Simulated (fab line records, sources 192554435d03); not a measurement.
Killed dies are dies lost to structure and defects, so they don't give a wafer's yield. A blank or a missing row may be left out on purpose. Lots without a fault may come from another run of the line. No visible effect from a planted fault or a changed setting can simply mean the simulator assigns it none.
Chamber matching :: flow n5_finfet :: rie_diel-03 running N5_BEOL_M10_DESCUM_16: 4 sister chambers
The step chemistry O2, time 7.9 s. 16 wafers are shown with their chamber, then 8 later ones without.

== WAFERS WITH THEIR CHAMBER ==
wafer: L074.1
chamber: 3
drypump_motor_current_A (A): 6.3
showerhead_plenum_p_Torr (Torr): 2.06
throttle_valve_pct (%): 20.56

wafer: L074.3
chamber: 0
drypump_motor_current_A (A): 5.8
showerhead_plenum_p_Torr (Torr): 2.03
throttle_valve_pct (%): 20.36

wafer: L074.5
chamber: 3
drypump_motor_current_A (A): 6.3
showerhead_plenum_p_Torr (Torr): 2.06
throttle_valve_pct (%): 20.56

wafer: L076.1
chamber: 2
drypump_motor_current_A (A): 6.6
showerhead_plenum_p_Torr (Torr): 2.04
throttle_valve_pct (%): 20.26

wafer: L076.2
chamber: 1
drypump_motor_current_A (A): 5.1
showerhead_plenum_p_Torr (Torr): 2.08
throttle_valve_pct (%): 20.56

wafer: L076.3
chamber: 3
drypump_motor_current_A (A): 6.3
showerhead_plenum_p_Torr (Torr): 2.06
throttle_valve_pct (%): 20.57

wafer: L077.1
chamber: 0
drypump_motor_current_A (A): 5.8
showerhead_plenum_p_Torr (Torr): 2.03
throttle_valve_pct (%): 20.38

wafer: L077.2
chamber: 1
drypump_motor_current_A (A): 5.2
showerhead_plenum_p_Torr (Torr): 2.08
throttle_valve_pct (%): 20.57

wafer: L077.4
chamber: 2
drypump_motor_current_A (A): 6.6
showerhead_plenum_p_Torr (Torr): 2.04
throttle_valve_pct (%): 20.29

wafer: L088.1
chamber: 1
drypump_motor_current_A (A): 5.1
showerhead_plenum_p_Torr (Torr): 2.07
throttle_valve_pct (%): 20.30

wafer: L088.2
chamber: 0
drypump_motor_current_A (A): 5.8
showerhead_plenum_p_Torr (Torr): 2.02
throttle_valve_pct (%): 20.40

wafer: L088.4
chamber: 0
drypump_motor_current_A (A): 5.8
showerhead_plenum_p_Torr (Torr): 2.02
throttle_valve_pct (%): 20.40

wafer: L090.1
chamber: 1
drypump_motor_current_A (A): 5.1
showerhead_plenum_p_Torr (Torr): 2.07
throttle_valve_pct (%): 20.29

wafer: L090.4
chamber: 1
drypump_motor_current_A (A): 5.1
showerhead_plenum_p_Torr (Torr): 2.07
throttle_valve_pct (%): 20.31

wafer: L090.6
chamber: 0
drypump_motor_current_A (A): 5.8
showerhead_plenum_p_Torr (Torr): 2.02
throttle_valve_pct (%): 20.43

wafer: L092.1
chamber: 2
drypump_motor_current_A (A): 6.6
showerhead_plenum_p_Torr (Torr): 2.03
throttle_valve_pct (%): 20.33

SIGNATURES (averages over the wafers above)
reading: drypump_motor_current_A
chamber 0: 5.800
chamber 1: 5.120
chamber 2: 6.600
chamber 3: 6.300
scatter within a chamber: 0.0258

reading: showerhead_plenum_p_Torr
chamber 0: 2.0240
chamber 1: 2.0740
chamber 2: 2.0367
chamber 3: 2.0600
scatter within a chamber: 0.00506

reading: throttle_valve_pct
chamber 0: 20.3940
chamber 1: 20.4060
chamber 2: 20.2933
chamber 3: 20.5633
scatter within a chamber: 0.0865
Rule: for a wafer and a chamber, the distance is found by dividing, reading by reading, the gap between the wafer's reading and the chamber's mean by the reading's scatter, squaring, summing and taking the root. If the next closest chamber is less than 2 further off than the closest, the wafer can't be placed; otherwise it belongs to the closest. The scatter: take each reading less its chamber's mean, square it, sum over the shown wafers, divide by the number of wafers less the number of chambers, and take the root.

== WAFERS WITHOUT THEIR CHAMBER ==
wafer: L092.2
drypump_motor_current_A (A): 5.8
showerhead_plenum_p_Torr (Torr): 2.02
throttle_valve_pct (%): 20.43

wafer: L092.4
drypump_motor_current_A (A): 5.1
showerhead_plenum_p_Torr (Torr): 2.07
throttle_valve_pct (%): 20.32

wafer: L093.1
drypump_motor_current_A (A): 5.8
showerhead_plenum_p_Torr (Torr): 2.02
throttle_valve_pct (%): 20.44

wafer: L093.4
drypump_motor_current_A (A): 6.3
showerhead_plenum_p_Torr (Torr): 2.05
throttle_valve_pct (%): 20.21

wafer: L093.5
drypump_motor_current_A (A): 5.1
showerhead_plenum_p_Torr (Torr): 2.07
throttle_valve_pct (%): 20.33

wafer: L095.1
drypump_motor_current_A (A): 6.3
showerhead_plenum_p_Torr (Torr): 2.05
throttle_valve_pct (%): 20.20

wafer: L095.3
drypump_motor_current_A (A): 6.6
showerhead_plenum_p_Torr (Torr): 2.02
throttle_valve_pct (%): 20.34

wafer: L095.6
drypump_motor_current_A (A): 5.8
showerhead_plenum_p_Torr (Torr): 2.02
throttle_valve_pct (%): 20.43

== CHAMBER TAKEN BY EACH ==
wafer: L092.2
from the rows above: 0
in truth: 0

wafer: L092.4
from the rows above: 1
in truth: 1

wafer: L093.1
from the rows above: 0
in truth: 0

wafer: L093.4
from the rows above: 3
in truth: 3

wafer: L093.5
from the rows above: 1
in truth: 1

wafer: L095.1
from the rows above: 3
in truth: 3

wafer: L095.3
from the rows above: 2
in truth: 2

wafer: L095.6
from the rows above: 0
in truth: 0
Placed correctly: 8 of 8. Number that these rows cannot place: 0. Wrongly placed: 0.
